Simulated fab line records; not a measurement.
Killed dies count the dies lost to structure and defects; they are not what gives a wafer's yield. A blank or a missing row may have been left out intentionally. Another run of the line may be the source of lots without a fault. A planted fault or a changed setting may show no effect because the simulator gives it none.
Chamber matching :: flow n5 finfet :: N5_BEOL_M15_DESCUM_33 on rie diel-06: 4 sister chambers
The step chemistry O2, time 7.9 s. 22 wafers are shown with their chamber, then 11 later ones without.

WAFERS PAIRED WITH THEIR CHAMBERS
wafer: L076.1
chamber: 1
throttle valve pct (%): 20.09
showerhead plenum p Torr (Torr): 2.08
oes product au (a.u.): 0.72

wafer: L076.4
chamber: 0
throttle valve pct (%): 20.67
showerhead plenum p Torr (Torr): 2.07
oes product au (a.u.): 0.89

wafer: L076.6
chamber: 3
throttle valve pct (%): 20.70
showerhead plenum p Torr (Torr): 2.15
oes product au (a.u.): 0.70

wafer: L075.1
chamber: 2
throttle valve pct (%): 20.91
showerhead plenum p Torr (Torr): 2.08
oes product au (a.u.): 0.70

wafer: L075.3
chamber: 1
throttle valve pct (%): 20.10
showerhead plenum p Torr (Torr): 2.08
oes product au (a.u.): 0.72

wafer: L075.4
chamber: 0
throttle valve pct (%): 20.66
showerhead plenum p Torr (Torr): 2.07
oes product au (a.u.): 0.89

wafer: L083.1
chamber: 0
throttle valve pct (%): 20.68
showerhead plenum p Torr (Torr): 2.07
oes product au (a.u.): 0.88

wafer: L083.2
chamber: 3
throttle valve pct (%): 20.70
showerhead plenum p Torr (Torr): 2.14
oes product au (a.u.): 0.70

wafer: L083.4
chamber: 2
throttle valve pct (%): 20.92
showerhead plenum p Torr (Torr): 2.07
oes product au (a.u.): 0.70

wafer: L085.1
chamber: 2
throttle valve pct (%): 20.94
showerhead plenum p Torr (Torr): 2.07
oes product au (a.u.): 0.69

wafer: L085.3
chamber: 3
throttle valve pct (%): 20.70
showerhead plenum p Torr (Torr): 2.14
oes product au (a.u.): 0.70

wafer: L085.4
chamber: 1
throttle valve pct (%): 20.13
showerhead plenum p Torr (Torr): 2.08
oes product au (a.u.): 0.70

wafer: L088.1
chamber: 3
throttle valve pct (%): 20.71
showerhead plenum p Torr (Torr): 2.14
oes product au (a.u.): 0.69

wafer: L088.3
chamber: 0
throttle valve pct (%): 20.68
showerhead plenum p Torr (Torr): 2.06
oes product au (a.u.): 0.86

wafer: L088.4
chamber: 1
throttle valve pct (%): 20.13
showerhead plenum p Torr (Torr): 2.08
oes product au (a.u.): 0.71

wafer: L087.2
chamber: 1
throttle valve pct (%): 20.12
showerhead plenum p Torr (Torr): 2.08
oes product au (a.u.): 0.70

wafer: L087.4
chamber: 3
throttle valve pct (%): 20.72
showerhead plenum p Torr (Torr): 2.14
oes product au (a.u.): 0.69

wafer: L087.6
chamber: 1
throttle valve pct (%): 20.12
showerhead plenum p Torr (Torr): 2.08
oes product au (a.u.): 0.71

wafer: L089.1
chamber: 2
throttle valve pct (%): 20.94
showerhead plenum p Torr (Torr): 2.07
oes product au (a.u.): 0.68

wafer: L089.3
chamber: 1
throttle valve pct (%): 20.14
showerhead plenum p Torr (Torr): 2.08
oes product au (a.u.): 0.70

wafer: L089.6
chamber: 0
throttle valve pct (%): 20.69
showerhead plenum p Torr (Torr): 2.06
oes product au (a.u.): 0.85

wafer: L092.1
chamber: 2
throttle valve pct (%): 20.96
showerhead plenum p Torr (Torr): 2.07
oes product au (a.u.): 0.69

SIGNATURES (averages over the wafers above)
reading: throttle valve pct
chamber 0: 20.6760
chamber 1: 20.1186
chamber 2: 20.9340
chamber 3: 20.7060
scatter within a chamber: 0.0154

reading: showerhead plenum p Torr
chamber 0: 2.0660
chamber 1: 2.0800
chamber 2: 2.0720
chamber 3: 2.1420
scatter within a chamber: 0.00394

reading: oes product au
chamber 0: 0.8740
chamber 1: 0.7086
chamber 2: 0.6920
chamber 3: 0.6960
scatter within a chamber: 0.0111
Rule: a wafer's distance from a chamber is the root of the sum, over the readings, of the square of ((its reading less the chamber's mean) divided by the reading's scatter). The wafer belongs to the nearest chamber; if the next one is less than 2 further off, it can't be placed. The scatter: the root of (the sum of the squares of (reading less its chamber's mean) over the shown wafers, divided by (wafers less chambers)).

WAFERS WITHOUT THEIR CHAMBER
wafer: L092.4
throttle valve pct (%): 20.69
showerhead plenum p Torr (Torr): 2.06
oes product au (a.u.): 0.86

wafer: L092.5
throttle valve pct (%): 20.69
showerhead plenum p Torr (Torr): 2.06
oes product au (a.u.): 0.85

wafer: L095.2
throttle valve pct (%): 20.12
showerhead plenum p Torr (Torr): 2.07
oes product au (a.u.): 0.70

wafer: L095.3
throttle valve pct (%): 20.72
showerhead plenum p Torr (Torr): 2.06
oes product au (a.u.): 0.85

wafer: L095.4
throttle valve pct (%): 20.38
showerhead plenum p Torr (Torr): 2.14
oes product au (a.u.): 0.96

wafer: L093.3
throttle valve pct (%): 20.38
showerhead plenum p Torr (Torr): 2.14
oes product au (a.u.): 0.96

wafer: L093.4
throttle valve pct (%): 20.14
showerhead plenum p Torr (Torr): 2.07
oes product au (a.u.): 0.69

wafer: L093.5
throttle valve pct (%): 20.71
showerhead plenum p Torr (Torr): 2.06
oes product au (a.u.): 0.85

wafer: L097.2
throttle valve pct (%): 20.13
showerhead plenum p Torr (Torr): 2.07
oes product au (a.u.): 0.69

wafer: L097.3
throttle valve pct (%): 20.37
showerhead plenum p Torr (Torr): 2.14
oes product au (a.u.): 0.94

wafer: L097.4
throttle valve pct (%): 20.36
showerhead plenum p Torr (Torr): 2.14
oes product au (a.u.): 0.94

WHICH CHAMBER EACH WENT THROUGH
wafer: L092.4
from the rows above: 0
in truth: 0

wafer: L092.5
from the rows above: 0
in truth: 0

wafer: L095.2
from the rows above: 1
in truth: 1

wafer: L095.3
from the rows above: 0
in truth: 0

wafer: L095.4
from the rows above: 0
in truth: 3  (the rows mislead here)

wafer: L093.3
from the rows above: 0
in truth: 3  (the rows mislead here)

wafer: L093.4
from the rows above: 1
in truth: 1

wafer: L093.5
from the rows above: 0
in truth: 0

wafer: L097.2
from the rows above: 1
in truth: 1

wafer: L097.3
from the rows above: 0
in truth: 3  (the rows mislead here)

wafer: L097.4
from the rows above: can't be placed: 0 or 1
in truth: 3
Placed correctly: 7 of 11. Can't be placed from these rows: 1 (the true chamber is among the candidates in 0). Placed wrongly: 3.
